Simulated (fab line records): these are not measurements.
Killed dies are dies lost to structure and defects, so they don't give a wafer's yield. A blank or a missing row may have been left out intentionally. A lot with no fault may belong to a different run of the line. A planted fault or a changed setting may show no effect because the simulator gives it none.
Split-lot experiment | flow n5-finfet | on a route of 1938 steps: 7 lots, 21 wafers read

## ABOUT THE SPLIT
At N5_WELL_APT_PEB_06 (peb time 90 s), the setting peb-time-s was moved away from the recipe's 90 s on 7 of the 21 wafers read, by -17.9% to -7.7%. This setting was run at the recipe's value on the other wafers.

## FROM THE SPLIT TO THE READING: what the file shows between them, 2 steps
- N5_WELL_APT_DEVELOP_07: develop time 45 s
- N5_WELL_APT_HARDBAKE_12: time 120 s

## THE READING
Shown in nm: cd-nm at N5_WELL_APT_CD_MEAS_08, with target cd 200 nm. A value of 201 nm with a standard deviation of 3.1 nm is what fault-free wafers of this fab line usually give.

wafer  | tool, chamber at the split | peb-time-s as run, s | against the recipe | cd-nm, nm | against lot-mates on the recipe
L075.1 | litho-track-05, 0          | 90                   | recipe             | 203       | -
L075.3 | litho-track-05, 0          | 77.07                | -14.4%             | 190       | -12
L075.6 | litho-track-05, 0          | 90                   | recipe             | 202       | -
L077.3 | litho-track-01, 0          | 79.85                | -11.3%             | 190       | -7
L077.4 | litho-track-01, 0          | 90                   | recipe             | 197       | -
L077.6 | litho-track-01, 0          | 79.85                | -11.3%             | 193       | -4
L082.4 | litho-track-01, 0          | 90                   | recipe             | 198       | -
L082.5 | litho-track-01, 0          | 81.08                | -9.9%              | 194       | -3
L082.6 | litho-track-01, 0          | 90                   | recipe             | 196       | -
L089.2 | litho-track-05, 0          | 90                   | recipe             | 200       | -
L089.4 | litho-track-05, 0          | 90                   | recipe             | 196       | -
L089.6 | litho-track-05, 0          | 90                   | recipe             | 200       | -
L092.2 | litho-track-02, 0          | 90                   | recipe             | 204       | -
L092.3 | litho-track-02, 0          | 90                   | recipe             | 201       | -
L092.4 | litho-track-02, 0          | 90                   | recipe             | 205       | -
L096.2 | litho-track-05, 0          | 83.07                | -7.7%              | 196       | -4
L096.5 | litho-track-05, 0          | 90                   | recipe             | 201       | -
L096.6 | litho-track-05, 0          | 90                   | recipe             | 198       | -
L097.2 | litho-track-02, 0          | 73.88                | -17.9%             | 196       | -9
L097.3 | litho-track-02, 0          | 90                   | recipe             | 205       | -
L097.6 | litho-track-02, 0          | 73.88                | -17.9%             | 195       | -10

THE FIT
A straight line over all 21 wafers: cd-nm changes by +0.476 nm for each +1% of peb-time-s; r = +0.71; the points scatter about the line by 3.2 nm.
The same after taking each lot's own level away (the mean of its wafers on the recipe; 21 wafers): +0.562 nm for each +1%; r = +0.91; scatter 1.8 nm.
That fit puts the effect of the largest move of peb-time-s on the reading at 10 nm.
The span of the lots' own levels, 197.0 to 205.0 nm, comes to 2.6 times the standard deviation stated above.
So the lot-to-lot level blurs the effect unless lot-mates are compared.
Check: with one of the wafers moved furthest among these (-17.9%) left out of the fit, the line predicts -10.3 nm for it against its lot-mates. It came out at -9 nm against them.

## ADDITIONAL SPLITS CARRIED BY THESE WAFERS
Before the reading, these wafers also passed through other splits. Each is held against what the fit with the lots' levels taken away leaves over:
other split on the same wafers | wafers away from the commonest value | r with cd-nm (lot level and that fit taken away)
N5_WELL_APT_COAT_02 spin-rpm   | 7                                    | +0.30

## THE WHOLE CHAIN: every reading that the file lists as answering this split, in the file's order
step                   | what it does             | reading                                                         | change (the file's fit)               | r (the file's)
N5_WELL_APT_CD_MEAS_08 | target cd 200 nm         | cd-nm                                                           | +0.568 nm for each +1% of the setting | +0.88
N5_WELL_APT_DESCUM_13  | chemistry O2, time 7.9 s | WELL_APT.cd-nm (the simulator's own value, which no gauge read) | +0.568 nm for each +1% of the setting | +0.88

## FILE'S OWN FIT
cd-nm changes by +0.568 nm for each +1% of peb-time-s, r = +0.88.
